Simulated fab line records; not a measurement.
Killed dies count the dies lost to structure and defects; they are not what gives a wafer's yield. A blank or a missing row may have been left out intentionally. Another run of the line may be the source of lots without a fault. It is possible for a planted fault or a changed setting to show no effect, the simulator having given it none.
Matching of chambers :: flow nand_harc :: NHARC_A_CHANNEL_FILL_D1_CMP_10 on cmp-04 has 4 sister chambers
The step polishes, target thk 150 nm. 8 wafers are shown with their chamber, then 10 later ones without.

## WAFERS PAIRED WITH THEIR CHAMBERS
wafer: L080.2
chamber: 3
motor_current_A (A): 11.5
time_to_endpoint_s (s): 13.5

wafer: L080.4
chamber: 0
motor_current_A (A): 12.7
time_to_endpoint_s (s): 11.6

wafer: L083.5
chamber: 2
motor_current_A (A): 10.8
time_to_endpoint_s (s): 13.6

wafer: L090.3
chamber: 2
motor_current_A (A): 10.5
time_to_endpoint_s (s): 13.9

wafer: L090.4
chamber: 0
motor_current_A (A): 12.8
time_to_endpoint_s (s): 12.4

wafer: L090.5
chamber: 1
motor_current_A (A): 13.0
time_to_endpoint_s (s): 13.9

wafer: L092.1
chamber: 1
motor_current_A (A): 12.9
time_to_endpoint_s (s): 17.7

wafer: L092.5
chamber: 3
motor_current_A (A): 11.1
time_to_endpoint_s (s): 17.4

## WAFERS WITH NO CHAMBER GIVEN
wafer: L092.6
motor_current_A (A): 12.1
time_to_endpoint_s (s): 13.9

wafer: L095.1
motor_current_A (A): 12.6
time_to_endpoint_s (s): 14.3

wafer: L095.2
motor_current_A (A): 12.4
time_to_endpoint_s (s): 18.0

wafer: L095.5
motor_current_A (A): 12.5
time_to_endpoint_s (s): 14.7

wafer: L096.1
motor_current_A (A): 12.9
time_to_endpoint_s (s): 19.4

wafer: L096.2
motor_current_A (A): 11.3
time_to_endpoint_s (s): 19.7

wafer: L096.3
motor_current_A (A): 12.6
time_to_endpoint_s (s): 20.9

wafer: L097.2
motor_current_A (A): 13.2
time_to_endpoint_s (s): 20.4

wafer: L097.3
motor_current_A (A): 11.8
time_to_endpoint_s (s): 18.5

wafer: L097.6
motor_current_A (A): 12.8
time_to_endpoint_s (s): 16.4

## THE CHAMBER EACH PASSED THROUGH
wafer: L092.6
from the rows above: can't be placed: 0 or 3 or 1
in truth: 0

wafer: L095.1
from the rows above: can't be placed: 0 or 1
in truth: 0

wafer: L095.2
from the rows above: can't be placed: 1 or 0
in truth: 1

wafer: L095.5
from the rows above: can't be placed: 0 or 1
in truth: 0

wafer: L096.1
from the rows above: 1
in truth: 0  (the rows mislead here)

wafer: L096.2
from the rows above: 3
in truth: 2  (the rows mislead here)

wafer: L096.3
from the rows above: can't be placed: 1 or 0
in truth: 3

wafer: L097.2
from the rows above: 1
in truth: 1

wafer: L097.3
from the rows above: 3
in truth: 3

wafer: L097.6
from the rows above: can't be placed: 1 or 0
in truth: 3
2 of 10 placed correctly. From these rows, 6 cannot be placed; in 4 the true chamber is one of the candidates. Wrongly placed: 2.
How it was worked out, from the rows above alone: a wafer's distance from a chamber is the root of the sum, over the readings, of the square of ((its reading less the chamber's mean) divided by the reading's scatter). The wafer belongs to the nearest chamber; if the next one is less than 2 further off, it can't be placed. The mean given for a chamber averages the wafers shown for that chamber. The scatter: take each reading less its chamber's mean, square it, sum over the shown wafers, divide by the number of wafers less the number of chambers, and take the root.
